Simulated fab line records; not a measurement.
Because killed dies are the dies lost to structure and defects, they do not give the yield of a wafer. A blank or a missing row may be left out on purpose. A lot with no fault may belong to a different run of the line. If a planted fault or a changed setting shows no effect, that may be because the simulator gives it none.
A lot that was struck, set against a sound lot    flow n5-finfet    21 steps out of a route of 1938
Sound: wafers L660.3, L660.5, L660.6. Struck: wafers L666.2, L666.4 (left out: L666.6, a lot-mate that was not struck); the cause follows at the end.
Order at every step that has rows: each side's tool, ch and its chambers, its first start. Under that, the readings that differ: sound wafers    struck wafers    difference of the means    sigmas: that difference in standard deviations of wafers without a fault.
alike: readings whose means differ by less than 2 such deviations, and words and numbers that are the same on both sides. not compared: withheld readings, readings that some wafer has no value for, bounds like >300 that may hide the same value, and numbers for which the record gives no deviation and whose values overlap.
A row with sigmas, a row that says differs or no value, or rows on one side alone: a step with any of these is where the two part. Non-overlapping numbers with no deviation appear without sigmas and do not part them. A reading that every wafer of one side lacks parts them only if that side has two wafers or more.

first, 6 steps without rows for these wafers: N5_BEOL_M1_COAT_22 (resist thk 30 nm); N5_BEOL_M1_EBR_24; N5_BEOL_M1_SOFTBAKE_23 (time 60 s); N5_BEOL_M1_EXPOSE_25 (exposes mask V0, defocus 5 nm, target cd 24 nm); N5_BEOL_M1_PEB_26 (peb time 60 s); N5_BEOL_M1_DEVELOP_27 (develop time 30 s).
N5_BEOL_M1_CD_MEAS_28: target cd y 23.3 nm.
  sound on cd-sem-01 ch 0, day 8 12:15; struck on cd-sem-01 ch 0, day 9 18:32
  alike: cd-nm
N5_BEOL_M1_OVL_MEAS_29:
  sound on overlay-01 ch 0, day 8 12:17; struck on overlay-02 ch 0, day 9 18:35
reading      sound         struck     difference  sigmas
V0_OVL (nm)  0.6 -0.5 0.2  -1.4 -1.7  -1.6        -2
N5_BEOL_M1_INSPECT_30: inspects for defects (brightfield).
  struck on defect-inspect-02, day 9 18:38; sound on defect-inspect-01, day 8 12:20
  alike: raw-defect-count
N5_BEOL_M1_DESCUM_33: chemistry O2, time 7 s.
  sound on rie-diel-02 ch 0,1,3, day 8 12:22; struck on rie-diel-02 ch 0,2, day 9 18:40
  alike: drypump-motor-current-A, o2-flow-sccm, oes-product-au, rf-vpp-V, showerhead-plenum-p-Torr, throttle-valve-pct
  not compared: rf-hours-counter-h
N5_BEOL_M1_ETCH_77: etches underlayer in N2/H2, target depth 6.5 nm, time 5.2 s.
  sound on rie-diel-02 ch 0,1,3, day 8 12:24; struck on rie-diel-02 ch 0,2, day 9 18:42
  alike: drypump-motor-current-A, etch-rf-on-time-s, oes-product-au, rf-vpp-V, showerhead-plenum-p-Torr, throttle-valve-pct
  not compared: rf-hours-counter-h
N5_BEOL_M1_ETCH_69: etches SiARC in CF4, target depth 15.6 nm, time 26 s.
  sound on rie-diel-02 ch 0,1,3, day 8 12:25; struck on rie-diel-02 ch 0,2, day 9 18:43
  alike: drypump-motor-current-A, etch-rf-on-time-s, oes-product-au, rf-vpp-V, showerhead-plenum-p-Torr, throttle-valve-pct
  not compared: rf-hours-counter-h
N5_BEOL_M1_ALD_98: deposits SiO2, target thk 2.5 nm, pulse time 1 s, co reactant pulse time 1 s.
  sound on ald-sin-02 ch 0,1, day 8 12:34; struck on ald-sin-04 ch 1,3, day 9 18:48
reading                                   sound        struck   difference  sigmas
ald-cycles                                17 17 17     11 11    -6          
model.SiO2_of_BEOL_M1_ALD_98.thk-nm (nm)  2.4 2.4 2.4  1.6 1.6  -0.8        
  alike: chamber-pressure-Torr, heater-power-outer-w, heater-power-w, precursor-pulse-height-rel
N5_BEOL_M1_ETCHBACK_99: etches SiO2 in CHF3, target depth 5 nm, time 10.4 s.
  sound on rie-diel-06 ch 0,2,3, day 8 19:07; struck on rie-diel-05 ch 2,3, day 10 04:56
  alike: drypump-motor-current-A, oes-product-au, rf-vpp-V, showerhead-plenum-p-Torr, throttle-valve-pct
  not compared: rf-hours-counter-h
N5_BEOL_M1_ETCH_70: etches SOC in N2/H2, target depth 80 nm, overetch 16 nm, time 120 s.
  sound on rie-diel-06 ch 0,2,3, day 8 19:09; struck on rie-diel-05 ch 2,3, day 10 04:58
  alike: drypump-motor-current-A, oes-product-au, rf-vpp-V, showerhead-plenum-p-Torr, throttle-valve-pct
  not compared: rf-hours-counter-h
then, 2 steps without rows for these wafers: N5_BEOL_M1_STRIP_71 (strips in N2/H2); N5_BEOL_M1_STRIP_78 (strips in N2/H2).
N5_BEOL_M1_VIA_ETCH_34: etches the open film in C4F6/O2, target depth 67.8 nm, time 64.4 s.
  sound on rie-diel-06 ch 0,2,3, day 8 19:15; struck on rie-diel-05 ch 2,3, day 10 05:04
reading                   sound        struck     difference  sigmas
rf-vpp-V (V)              672 672 686  650 658    -23         -2
model.BEOL_M1.cd-nm (nm)  18 18 18     19.6 19.8  +1.7        
  alike: drypump-motor-current-A, oes_o_777_au, oes-product-au, showerhead-plenum-p-Torr, throttle-valve-pct
  not compared: rf-hours-counter-h
then, 1 step without rows for these wafers: N5_BEOL_M1_STRIP_83 (strips in C4F6/O2).
-- here the record skips 3 days between the struck wafers' starts before and after, leaving off in module BEOL_M1 and picking up in module BEOL_M4 (first step shown: number 1111 of the route) --
N5_BEOL_M4_RC_MEAS_101:
  sound on prober-02 ch 0, day 10 19:25; struck on prober-01 ch 0, day 12 23:31
  alike: DIBL_N, DIBL_P, IOFF_N, IOFF_P, ION_N, ION_P, SS_N, SS_P, VT_N, VT_P
-- here the record skips 4 days between the struck wafers' starts before and after, leaving off in module BEOL_M4 and picking up in module PASSIVATION (first step shown: number 1936 of the route) --
N5_PASSIVATION_PROBE_49:
  the record has rows for the struck wafers here (prober-01, day 17 07:55) and none for the sound ones

## WHERE THEY PART
First at N5_BEOL_M1_OVL_MEAS_29; last, within this record, at N5_PASSIVATION_PROBE_49.

WHY: whatever the simulator had introduced
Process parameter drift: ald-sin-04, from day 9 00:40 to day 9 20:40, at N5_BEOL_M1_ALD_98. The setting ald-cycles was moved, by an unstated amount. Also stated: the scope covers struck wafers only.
